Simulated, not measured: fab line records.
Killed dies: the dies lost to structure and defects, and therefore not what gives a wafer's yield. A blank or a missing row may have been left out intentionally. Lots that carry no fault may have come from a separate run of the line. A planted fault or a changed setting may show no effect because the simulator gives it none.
Lot-split experiment    flow n5Finfet    7 lots, 21 wafers read, on a route of 1938 steps

## THE SPLIT ITSELF
At N5_BEOL_M0_SAQP_COAT_34 (resist thk 30 nm), the setting spinRpm was moved away from the recipe's 1500 rpm on 5 of the 21 wafers read, by -6.9% to +6.5%. All remaining wafers had this setting at the recipe value.

## FROM THE SPLIT TO THE READING: what the file shows between them, 4 steps
- N5_BEOL_M0_SAQP_EBR_36
- N5_BEOL_M0_SAQP_SOFTBAKE_35: time 60 s
- N5_BEOL_M0_SAQP_EXPOSE_37: exposes mask M0 CUT1, target cd 30 nm
- N5_BEOL_M0_SAQP_PEB_38: peb time 60 s

## THE READING
CAR-EUV_of_BEOL_M0_SAQP_COAT_34.thkNm (the simulator's own value, which no gauge read), in nm, at N5_BEOL_M0_SAQP_DEVELOP_39 (develop time 30 s). No usual value for it is given in the file. Across the 16 wafers here that went through the recipe, the average is 29.5 nm and the standard deviation 0.093 nm.

wafer   tool, chamber at the split  spinRpm as run, rpm  against the recipe  CAR-EUV_of_BEOL_M0_SAQP_COAT_34.thkNm, nm  against lot-mates on the recipe
L075.1  lithoTrack-02, 0            1500                 recipe              29.6                                       -
L075.3  lithoTrack-02, 0            1500                 recipe              29.6                                       -
L075.5  lithoTrack-02, 0            1598                 +6.5%               28.6                                       -1.0
L081.4  lithoTrack-02, 0            1500                 recipe              29.4                                       -
L081.5  lithoTrack-02, 0            1500                 recipe              29.4                                       -
L081.6  lithoTrack-02, 0            1500                 recipe              29.4                                       -
L082.1  lithoTrack-02, 0            1500                 recipe              29.4                                       -
L082.4  lithoTrack-02, 0            1500                 recipe              29.4                                       -
L082.5  lithoTrack-02, 0            1500                 recipe              29.6                                       -
L085.2  lithoTrack-02, 0            1500                 recipe              29.6                                       -
L085.6  lithoTrack-02, 0            1500                 recipe              29.6                                       -
L085.4  lithoTrack-02, 0            1397                 -6.9%               30.6                                       +1.0
L086.4  lithoTrack-04, 0            1500                 recipe              29.6                                       -
L086.5  lithoTrack-04, 0            1500                 recipe              29.6                                       -
L086.6  lithoTrack-04, 0            1442                 -3.9%               30.2                                       +0.6
L089.4  lithoTrack-04, 0            1500                 recipe              29.6                                       -
L089.5  lithoTrack-04, 0            1500                 recipe              29.6                                       -
L089.6  lithoTrack-04, 0            1500                 recipe              29.6                                       -
L097.1  lithoTrack-02, 0            1500                 recipe              29.6                                       -
L097.2  lithoTrack-02, 0            1595                 +6.3%               28.6                                       -1.0
L097.3  lithoTrack-02, 0            1595                 +6.3%               28.6                                       -1.0

FIT RESULTS
A straight line over all 21 wafers: CAR-EUV_of_BEOL_M0_SAQP_COAT_34.thkNm changes by -0.151 nm for each +1% of spinRpm; r = -0.98; the points scatter about the line by 0.088 nm.
The same after taking each lot's own level away (the mean of its wafers on the recipe; 21 wafers): -0.153 nm for each +1%; r = -1.00; scatter 0.04 nm.
According to that fit, moving spinRpm by its largest amount changes the reading by 1.1 nm.
The lots' own levels span 29.40 to 29.60 nm, that is 2.2 times the standard deviation above.
The two slopes agree, so the slope changes little with the lot-to-lot level.
Check: with one of the wafers moved furthest among these (-6.9%) left out of the fit, the line predicts +1.07 nm for it against its lot-mates. It came out at +1 nm against them.

## THESE WAFERS: OTHER SPLITS
Before the reading, these wafers also passed through other splits. Each is held against what the fit with the lots' levels taken away leaves over:
other split on the same wafers             wafers away from the commonest value  r with CAR-EUV_of_BEOL_M0_SAQP_COAT_34.thkNm (lot level and that fit taken away)
N5_MOL_CONTACT_COAG_EXPOSE_81 doseMj       7                                     +0.03
N5_BEOL_M0_SAQP_SPACER2_ALD_26 targetThkA  5                                     +0.31

## THE WHOLE CHAIN: every reading that the file lists as answering this split, in the file's order
step                        what it does       reading                                                                                 change (the file's fit)                r (the file's)
N5_BEOL_M0_SAQP_COAT_34     resist thk 30 nm   CAR-EUV_of_BEOL_M0_SAQP_COAT_34.thkNm (the simulator's own value, which no gauge read)  -0.141 nm for each +1% of the setting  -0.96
N5_BEOL_M0_SAQP_DEVELOP_39  develop time 30 s  CAR-EUV_of_BEOL_M0_SAQP_COAT_34.thkNm (the simulator's own value, which no gauge read)  -0.152 nm for each +1% of the setting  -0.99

## THE FILE'S OWN FIT
CAR-EUV_of_BEOL_M0_SAQP_COAT_34.thkNm changes by -0.152 nm for each +1% of spinRpm, r = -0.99.
